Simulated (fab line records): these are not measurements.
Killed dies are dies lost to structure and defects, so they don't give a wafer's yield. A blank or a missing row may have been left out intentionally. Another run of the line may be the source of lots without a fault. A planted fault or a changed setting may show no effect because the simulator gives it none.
fab line records ; flow nand-harc
[record] lots = 11; wafers = 33; last-day = 34
route steps=1302 shown P_BONDPAD@369 A_ZERO_WELL@404 A_ONON_D1@424 END@1302
lots untouched by any fault: they come from a run of this same line in which no faults occurred
start-h: start of the lot's first displayed wafer, in hours after the record's first day ; wait-h: hours since the lot's step before ; " unchanged from the row above ; L1.1+2: several wafers, shown together as one row ; - no value present, or no start provided ; * or withheld: withheld ; < > ~ a bound
route shown NAME@n: a module of which the file shows steps, and the number in the route of the first ; usual: the fault-free wafers' mean and standard deviation ; same: alike in all rows ; chamber/n: place in a boat ; sites: per-site readings ; _std_site: the values' standard deviation ; _edge_site: the outer-site mean with the inner-site mean subtracted ; radius-mm: how far each site lies from the wafer's centre ; mask NAME#n: copy n ; behind: the last tool/chamber to shape the wafer ; hold: why the lot went on hold/how many hours it stayed there/how the hold came to an end ; device: whichever transistor did not switch (one of n, p or np) ; end of line: tests run on the same wafers once the route is complete ; where a step has no rows: the recipe by itself ; killed: dies that structure and defects cost at the first sort, which is not the same as the wafer's yield ; map: the dies of a wafer, with x for killed, . for not killed, _ for no die there
set.NAME: setting as actually run; set.NAME@STEP: the setting as run at that earlier step ; model.NAME: the simulator's own value behind a step, which no gauge read
a sample of lots followed through the steps of the route, with each step as a table and each wafer as a row
services: a tool's chamber out of use, with start hour (start-h, from the record's first day; less than 0 if before it), hours out, and reason
[[steps]]
[step NHARC_P_BONDPAD_ETCH_12]
[recipe] target-depth-a = 2000; time-s = 100; chf3-flow-sccm = 50; o2-flow-sccm = 10; ar-flow-sccm = 200; rf-w = 500; bias-w = 200; chemistry = CHF3/O2
[usual] chf3-flow-sccm = 49.99/0.15; drypump-motor-current-A = 5.7/0.46; oes-product-au = 0.942/0.023; rf-fwd-power-W = 497.3/1.6; rf-vpp-V = 371.3/2.1; showerhead-plenum-p-Torr = 2.44/0.09; throttle-valve-pct = 20.572/0.0086
[same] time-s = 100
lot.wafer;tool;chamber;start-h;wait-h;chf3-flow-sccm;drypump-motor-current-A;oes-product-au;rf-fwd-power-W;rf-hours-counter-h;rf-vpp-V;showerhead-plenum-p-Torr;throttle-valve-pct
L490.4;rie-diel-03;3;-;-;50.00;6.1;0.967;496.9;0.2;368.1;2.27;20.562
L490.3;rie-diel-03;0;-;-;49.91;5.4;0.972;498.8;0.2;372.3;2.48;20.577
L490.2;rie-diel-03;2;-;-;49.97;4.9;0.969;495.3;0.2;372.0;2.47;20.582
L491.2;rie-diel-08;2;-;-;49.96;6.2;0.964;497.5;5.7;373.4;2.55;20.582
L491.1;rie-diel-08;0;-;-;49.80;5.8;0.962;498.2;6.2;373.4;2.50;20.572
L491.5;rie-diel-08;3;-;-;49.63;5.0;0.949;493.1;-;367.3;2.31;20.571
L494.4;rie-diel-11;2;-;-;49.92;5.1;0.975;495.1;2.2;372.7;2.57;20.569
L494.5;rie-diel-11;0;-;-;49.84;5.5;0.951;497.7;-;369.7;2.38;20.567
L494.6;rie-diel-11;1;-;-;50.02;6.3;0.982;494.9;-;372.5;2.49;20.581
L495.4;rie-diel-11;0;-;-;49.99;5.5;0.959;497.2;2.5;370.9;2.38;20.575
L495.1;rie-diel-11;1;-;-;49.97;6.3;0.962;496.9;2.5;371.7;2.49;20.590
L495.2;rie-diel-11;2;-;-;50.34;5.1;0.981;498.2;2.3;372.6;2.57;20.597
L496.3;rie-diel-03;2;-;-;49.93;4.9;0.914;497.7;5.2;371.6;2.47;20.570
L496.4;rie-diel-03;3;-;-;49.97;6.1;0.927;498.2;4.7;367.9;2.27;20.564
L496.6;rie-diel-03;0;-;-;50.10;5.4;0.914;495.7;-;373.7;2.48;20.562
L499.2;rie-diel-03;3;-;-;50.08;6.1;0.939;499.6;8.1;368.0;2.27;20.570
L499.3;rie-diel-03;1;-;-;49.97;6.1;0.904;501.0;7.8;371.7;2.47;20.576
L499.6;rie-diel-03;0;-;-;50.09;5.4;0.909;498.3;-;372.6;2.48;20.567
L500.3;rie-diel-11;2;-;-;49.87;5.1;0.944;497.7;3.2;374.5;2.57;20.576
L500.1;rie-diel-11;3;-;-;50.32;5.8;0.946;498.0;3.3;369.1;2.34;20.564
L500.6;rie-diel-11;0;-;-;49.92;5.6;0.927;498.5;-;369.7;2.38;20.571
L508.1;rie-diel-11;0;-;-;49.75;5.6;0.964;497.8;1.6;369.9;2.38;20.579
L508.3;rie-diel-11;1;-;-;49.91;6.3;0.957;493.8;2.0;373.4;2.49;20.578
L508.5;rie-diel-11;3;-;-;50.00;5.8;0.981;495.9;-;367.9;2.34;20.568
L511.4;rie-diel-03;0;-;-;50.01;5.4;0.921;498.9;2.7;372.9;2.48;20.561
L511.6;rie-diel-03;1;-;-;49.83;6.1;0.930;497.6;-;371.9;2.47;20.580
L511.5;rie-diel-03;2;-;-;49.89;4.9;0.916;496.8;-;373.3;2.46;20.574
L512.3;rie-diel-11;2;-;-;49.85;5.1;0.927;497.9;3.2;375.0;2.56;20.555
L512.1;rie-diel-11;3;-;-;50.03;5.8;0.932;496.2;2.7;370.1;2.34;20.573
L512.6;rie-diel-11;2;-;-;49.87;5.1;0.932;497.5;-;373.2;2.56;20.588
L513.3;rie-diel-11;0;-;-;50.10;5.5;0.915;496.3;3.4;370.8;2.38;20.567
L513.4;rie-diel-11;2;-;-;49.93;5.1;0.924;495.8;3.9;374.6;2.56;20.576
L513.5;rie-diel-11;0;-;-;49.95;5.5;0.920;497.1;-;368.6;2.38;20.560
[step NHARC_P_BONDPAD_ANNEAL_28]
[recipe] temp-c = 225; time-s = 90
[usual] wafer_temp_C_max = 226.0/0.45
[same] time-s = 90
lot.wafer;tool;chamber;start-h;wait-h;wafer_temp_C_max
L490.2;rtp-anneal-01;0;135.91;0.3;226.4
L490.3;rtp-anneal-01;0;135.91;0.3;226.9
L490.4;rtp-anneal-01;0;135.91;0.3;226.1
L491.1;rtp-anneal-01;0;145.61;0.3;226.5
L491.2;rtp-anneal-01;0;145.61;0.3;225.9
L491.5;rtp-anneal-01;0;145.61;0.3;226.0
L494.4;rtp-anneal-02;0;179.19;0.3;225.4
L494.5;rtp-anneal-02;0;179.19;0.3;225.7
L494.6;rtp-anneal-02;0;179.19;0.3;225.5
L495.1;rtp-anneal-02;0;184.46;0.3;225.8
L495.2;rtp-anneal-02;0;184.46;0.3;225.7
L495.4;rtp-anneal-02;0;184.46;0.3;226.0
L496.3;rtp-anneal-01;0;198.11;-;227.3
L496.4;rtp-anneal-01;0;198.11;-;226.1
L496.6;rtp-anneal-01;0;198.11;-;226.0
L499.2;rtp-anneal-01;0;223.05;0.4;226.3
L499.3;rtp-anneal-01;0;223.05;0.4;226.3
L499.6;rtp-anneal-01;0;223.05;0.4;226.6
L500.1;rtp-anneal-02;0;240.07;0.5;225.5
L500.3;rtp-anneal-02;0;240.07;0.5;225.8
L500.6;rtp-anneal-02;0;240.07;0.5;225.7
L508.1;rtp-anneal-02;0;311.28;-;225.7
L508.3;rtp-anneal-02;0;311.28;-;225.7
L508.5;rtp-anneal-02;0;311.28;-;225.5
L511.4;rtp-anneal-02;0;341.24;0.4;225.8
L511.5;rtp-anneal-02;0;341.24;0.4;225.6
L511.6;rtp-anneal-02;0;341.24;0.4;225.8
L512.1;rtp-anneal-01;0;354.08;-;226.2
L512.3;rtp-anneal-01;0;354.08;-;226.8
L512.6;rtp-anneal-01;0;354.08;-;226.4
L513.3;rtp-anneal-02;0;374.93;-;225.2
L513.4;rtp-anneal-02;0;374.93;-;225.7
L513.5;rtp-anneal-02;0;374.93;-;225.7
[step NHARC_A_ZERO_WELL_ETCH_19]
[recipe] target-depth-a = 800; overetch-a = 240; time-s = 87.88; ion-energy-ev = 200; n2-flow-sccm = 150; h2-flow-sccm = 150; ar-flow-sccm = 0; rf-w = 400; bias-w = 150; chemistry = N2/H2
[usual] drypump-motor-current-A = 5.95/0.24; oes-product-au = 0.998/0.0099; rf-fwd-power-W = 396.9/1.5; rf-vpp-V = 429.9/2.2; showerhead-plenum-p-Torr = 2.02/0.07; throttle-valve-pct = 14.171/0.0093
[same] time-s = 87.88
lot.wafer;tool;chamber;start-h;wait-h;drypump-motor-current-A;oes-product-au;rf-fwd-power-W;rf-hours-counter-h;rf-vpp-V;showerhead-plenum-p-Torr;throttle-valve-pct
L490.2;rie-diel-05;1;138.29;0.1;6.17;1.014;395.6;6;433.9;2.16;14.168
L490.3;rie-diel-05;2;138.29;0.1;5.88;0.997;396.9;11;431.4;2.01;14.167
L490.4;rie-diel-05;3;138.29;0.1;5.74;0.996;394.9;11;433.5;2.11;14.163
L491.2;rie-diel-05;2;148.05;0.1;5.82;1.001;398.2;13;429.5;2.01;14.165
L491.1;rie-diel-05;1;148.05;0.1;6.18;0.990;395.1;8;434.1;2.16;14.179
L491.5;rie-diel-05;2;148.05;0.1;5.83;0.998;398.3;-;430.9;2.01;14.178
L494.4;rie-diel-09;0;181.47;0.1;5.75;0.989;394.4;1;430.6;2.06;14.158
L494.6;rie-diel-09;3;181.47;0.1;6.18;0.998;397.5;-;430.1;2.00;14.170
L494.5;rie-diel-09;0;181.47;0.1;5.75;0.992;395.5;-;431.5;2.06;14.155
L495.2;rie-diel-09;3;186.93;0.1;6.18;0.996;393.8;1;429.6;2.00;14.143
L495.1;rie-diel-09;1;186.93;0.1;6.23;0.989;396.5;1;429.7;1.97;14.175
L495.4;rie-diel-09;2;186.93;0.1;5.78;0.996;396.6;1;428.7;1.97;14.169
L496.3;rie-diel-12;1;200.47;0.1;6.52;1.008;398.4;33;430.7;2.04;14.179
L496.4;rie-diel-12;1;200.47;0.1;6.50;1.006;397.2;-;431.5;2.04;14.170
L496.6;rie-diel-12;2;200.47;0.1;5.09;1.014;395.9;-;426.1;1.90;14.175
L499.2;rie-diel-05;3;225.32;0.1;5.75;1.005;396.6;30;431.7;2.10;14.157
L499.3;rie-diel-05;2;225.32;0.1;5.87;1.000;398.3;32;429.0;2.00;14.183
L499.6;rie-diel-05;3;225.32;0.1;5.75;1.013;398.2;-;433.3;2.10;14.165
L500.3;rie-diel-05;3;242.68;0.1;5.74;0.984;398.5;0;433.5;2.10;14.164
L500.1;rie-diel-05;0;242.68;0.1;5.99;0.997;398.0;0;426.6;1.90;14.178
L500.6;rie-diel-05;3;242.68;0.1;5.75;0.999;398.3;-;432.5;2.10;14.180
L508.1;rie-diel-09;2;313.72;0.1;5.81;1.013;396.8;5;428.9;1.97;14.181
L508.3;rie-diel-09;3;313.72;0.1;6.19;1.000;397.5;4;429.1;2.00;14.171
L508.5;rie-diel-09;2;313.72;0.1;5.79;1.010;395.3;-;428.7;1.97;14.164
L511.4;rie-diel-09;2;343.55;0.1;5.79;0.994;399.5;0;428.1;1.97;14.175
L511.5;rie-diel-09;3;343.55;0.1;6.18;0.995;397.1;-;429.3;2.00;14.166
L511.6;rie-diel-09;0;343.55;0.1;5.73;0.992;394.1;-;430.7;2.06;14.169
L512.1;rie-diel-09;2;356.57;0.1;5.81;1.001;397.7;1;428.1;1.97;14.189
L512.3;rie-diel-09;3;356.57;0.1;6.18;1.019;397.7;1;429.3;2.00;14.181
L512.6;rie-diel-09;2;356.57;0.1;5.77;1.007;396.9;-;428.3;1.97;14.180
L513.3;rie-diel-09;0;377.24;0.1;5.76;0.998;394.3;1;431.4;2.06;14.175
L513.4;rie-diel-09;1;377.24;0.1;6.27;1.015;396.8;1;427.2;1.97;14.181
L513.5;rie-diel-09;1;377.24;0.1;6.27;1.006;395.8;-;428.6;1.97;14.178
[step NHARC_A_ONON_D1_DEP_00]
[recipe] target-thk-a = 10000; n2-flow-sccm = 2750; n2o-flow-sccm = 2000; nh3-flow-sccm = 500; sih4-flow-sccm = 210; temp-c = 400
[usual] sih4-flow-sccm = 210.1/0.63
lot.wafer;tool;chamber;start-h;wait-h;sih4-flow-sccm
L490.2;pecvd-onon-01;0;161.50;0.1;209.5
L490.3;pecvd-onon-01;0;161.50;0.1;209.5
L490.4;pecvd-onon-01;0;161.50;0.1;210.0
L491.1;pecvd-onon-01;0;169.21;0.1;210.8
L491.2;pecvd-onon-01;0;169.21;0.1;209.8
L491.5;pecvd-onon-01;0;169.21;0.1;210.1
L494.4;pecvd-onon-03;0;203.17;0.2;210.0
L494.5;pecvd-onon-03;0;203.17;0.2;210.8
L494.6;pecvd-onon-03;0;203.17;0.2;210.8
L495.1;pecvd-onon-01;0;208.17;0.1;210.6
L495.2;pecvd-onon-01;0;208.17;0.1;211.1
L495.4;pecvd-onon-01;0;208.17;0.1;210.1
L496.3;pecvd-onon-01;0;223.07;0.2;208.9
L496.4;pecvd-onon-01;0;223.07;0.2;209.9
L496.6;pecvd-onon-01;0;223.07;0.2;210.4
L499.2;pecvd-onon-01;0;251.40;0.1;209.6
L499.3;pecvd-onon-01;0;251.40;0.1;210.7
L499.6;pecvd-onon-01;0;251.40;0.1;210.6
L500.1;pecvd-onon-01;0;268.02;0.1;210.9
L500.3;pecvd-onon-01;0;268.02;0.1;211.6
L500.6;pecvd-onon-01;0;268.02;0.1;210.7
L508.1;pecvd-onon-01;0;333.31;0.1;210.9
L508.3;pecvd-onon-01;0;333.31;0.1;210.5
L508.5;pecvd-onon-01;0;333.31;0.1;210.0
L511.4;pecvd-onon-04;0;365.37;0.2;209.4
L511.5;pecvd-onon-04;0;365.37;0.2;209.5
L511.6;pecvd-onon-04;0;365.37;0.2;210.0
L512.1;pecvd-onon-01;0;379.95;0.1;209.4
L512.3;pecvd-onon-01;0;379.95;0.1;210.2
L512.6;pecvd-onon-01;0;379.95;0.1;209.9
L513.3;pecvd-onon-01;0;400.18;0.2;210.2
L513.4;pecvd-onon-01;0;400.18;0.2;210.5
L513.5;pecvd-onon-01;0;400.18;0.2;210.2
[step NHARC_A_ONON_D1_THK_MEAS_02]
[recipe] thk-meas-gauge = ellipsometry
[usual] thk-nm = 997/8.2
lot.wafer;tool;chamber;start-h;wait-h;thk-nm
L490.2;film-metro-02;-;161.95;-;991
L490.3;film-metro-02;-;161.95;-;991
L490.4;film-metro-02;-;161.95;-;993
L491.1;film-metro-01;-;169.72;-;985
L491.2;film-metro-01;-;169.72;-;985
L491.5;film-metro-01;-;169.72;-;986
L494.4;film-metro-02;-;203.51;-;982
L494.5;film-metro-02;-;203.51;-;981
L494.6;film-metro-02;-;203.51;-;983
L495.1;film-metro-02;-;208.68;-;998
L495.2;film-metro-02;-;208.68;-;998
L495.4;film-metro-02;-;208.68;-;997
L496.3;film-metro-02;-;223.47;-;993
L496.4;film-metro-02;-;223.47;-;991
L496.6;film-metro-02;-;223.47;-;993
L499.2;film-metro-01;-;251.85;-;1511
L499.3;film-metro-01;-;251.85;-;1512
L499.6;film-metro-01;-;251.85;-;1512
L500.1;film-metro-02;-;268.53;-;1519
L500.3;film-metro-02;-;268.53;-;1521
L500.6;film-metro-02;-;268.53;-;1520
L508.1;film-metro-01;-;333.82;-;1005
L508.3;film-metro-01;-;333.82;-;1006
L508.5;film-metro-01;-;333.82;-;1002
L511.4;film-metro-01;-;365.71;-;990
L511.5;film-metro-01;-;365.71;-;989
L511.6;film-metro-01;-;365.71;-;990
L512.1;film-metro-01;-;380.47;-;993
L512.3;film-metro-01;-;380.47;-;993
L512.6;film-metro-01;-;380.47;-;991
L513.3;film-metro-01;-;400.57;-;1004
L513.4;film-metro-01;-;400.57;-;1004
L513.5;film-metro-01;-;400.57;-;1003
[step NHARC_END_SORT_01]
[recipe] temp-c = 25
[usual] killed-at-array = 53/18; killed-at-other = 1.0/1.2; killed-at-periphery = 3.6/2.4; killed-dies = 58/18; killed-open = 3.4/1.8; killed-short = 2.3/1.5
[same] gross-dies = 677
lot.wafer;tool;chamber;start-h;wait-h;killed-at-array;killed-at-other;killed-at-periphery;killed-dies;killed-open;killed-short
L499.2;prober-02;0;652.41;2.8;669;1;7;677;4;3
L499.3;prober-02;0;653.20;3.1;665;0;12;677;4;1
L499.6;prober-02;0;655.57;4.0;671;0;6;677;3;0
L500.1;prober-01;0;653.92;2.5;672;2;3;677;2;1
L500.3;prober-01;0;655.54;3.1;671;3;3;677;5;6
L500.6;prober-01;0;657.96;4.0;673;1;3;677;2;2
// killed by level:class
L499.2 A_ONON_D1:area-dep=621 A_SLIT:chamber-film-flake=25 A_CHANNEL_HOLE_D2:chamber-film-flake=14 P_CONTACT:chamber-film-flake=2 P_M2:chamber-film-flake=2 A_WL_FILL:chamber-film-flake=2 A_CONTACT:chamber-film-flake=2 P_M0:geometric-particle:open=1
L499.3 A_ONON_D1:area-dep=626 A_SLIT:chamber-film-flake=20 P_CONTACT:chamber-film-flake=8 A_CHANNEL_HOLE_D2:chamber-film-flake=8 A_CHANNEL_HOLE_D1:chamber-film-flake=5 P_ZERO_WELL:chamber-film-flake=2 A_CONTACT:chamber-film-flake=2 P_STI:geometric-particle:open=1
L500.1 A_ONON_D1:area-dep=588 A_CHANNEL_HOLE_D1:chamber-film-flake=30 A_SLIT:chamber-film-flake=22 A_CHANNEL_HOLE_D2:chamber-film-flake=8 A_STAIRCASE:chamber-film-flake=6 A_CHANNEL_FILL_D1:chamber-film-flake=5 A_CONTACT:chamber-film-flake=5 A_WL_FILL:chamber-film-flake=5
L500.3 A_ONON_D1:area-dep=591 A_CHANNEL_HOLE_D1:chamber-film-flake=22 A_SLIT:chamber-film-flake=19 A_CHANNEL_HOLE_D2:chamber-film-flake=11 A_ZERO_WELL:chamber-film-flake=6 A_STAIRCASE:chamber-film-flake=6 A_CONTACT:chamber-film-flake=3 P_STI:chamber-film-flake=2
L499.6 A_ONON_D1:area-dep=631 A_SLIT:chamber-film-flake=21 A_CHANNEL_HOLE_D2:chamber-film-flake=8 P_CONTACT:chamber-film-flake=5 A_CHANNEL_HOLE_D1:chamber-film-flake=4 A_CHANNEL_FILL_D1:chamber-film-flake=2 P_CONTACT:geometric-particle:open=1 A_CHANNEL_HOLE_D1:geometric-particle:open=1
L500.6 A_ONON_D1:area-dep=584 A_CHANNEL_HOLE_D1:chamber-film-flake=34 A_SLIT:chamber-film-flake=21 A_CHANNEL_HOLE_D2:chamber-film-flake=14 A_STAIRCASE:chamber-film-flake=4 A_CONTACT:chamber-film-flake=4 A_CHANNEL_FILL_D1:chamber-film-flake=3 P_STI:chamber-film-flake=2
[[services]]
tool;chamber;start-h;hours;kind
rie-diel-12;2;113.94;9.8;repair
rie-diel-05;1;115.26;12.1;repair
pecvd-onon-04;-;130.10;13.0;pm
rie-diel-09;-;143.10;9.0;pm
rie-diel-12;2;144.60;1.7;repair
rie-diel-08;1;144.82;85.5;repair
rie-diel-09;3;157.25;8.4;repair
rie-diel-12;1;162.17;1.2;repair
rie-diel-11;3;185.55;4.1;repair
pecvd-onon-03;-;190.23;11.4;repair
rie-diel-09;3;202.07;18.0;repair
rie-diel-05;-;229.60;9.0;pm
rie-diel-11;-;255.50;9.0;pm
pecvd-onon-01;-;269.52;13.0;pm
rie-diel-05;3;272.43;5.9;repair
rie-diel-03;-;281.30;9.0;pm
rie-diel-05;0;283.35;2.7;repair
rie-diel-03;3;291.79;10.1;repair
rie-diel-09;1;310.95;7.7;repair
rie-diel-09;-;320.10;9.0;pm
rie-diel-05;3;321.50;4.2;repair
rie-diel-03;3;348.47;3.0;repair
rtp-anneal-01;-;372.13;12.0;pm
rie-diel-11;3;380.09;4.9;repair
[[key]]
[first-sign] step = NHARC_A_ONON_D1_THK_MEAS_02; reading = thk-nm; direction = up; sigmas = 63; usual = 997; struck = 1516
[effect] step = NHARC_END_SORT_01; reading = killed-at-array; direction = up; sigmas = 35; usual = 53; struck = 670
[more-kills-born-at] NHARC_A_ONON_D1_DEP_00@pecvd-onon-01 = 3641
met-at NHARC_A_ONON_D1_DEP_00
struck-lots L499,L500
struck-wafers L499.2,L499.3,L499.6,L500.1,L500.3,L500.6
later-rows-left-out L499.2,L499.3,L499.6,L500.1,L500.3,L500.6
tester-left-out L499,L500
not-acting-at NHARC_P_BONDPAD_ETCH_12,NHARC_P_BONDPAD_ANNEAL_28,NHARC_A_ZERO_WELL_ETCH_19
onset-between 223.07 251.40
[fault] kind = process-parameter-drift; tool = pecvd-onon-01; chamber = 0; onset-h = 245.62; steps = NHARC_A_ONON_D1_DEP_00; channel = target-thk-a; offset = *; shape = step; end-h = 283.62; acts-in = *; stated = *
// tester-left-out: of these lots the tester's yield and bins aren't shown, on N5 and GAA mostly nor the transistor test; their killed dies are dies lost to structure and defects alone, not to doping, threshold or leakage, so they don't give the yield
// later-rows-left-out: the simulator's readings of these wafers behind a module that went badly wrong aren't trusted and aren't shown, but for the sort
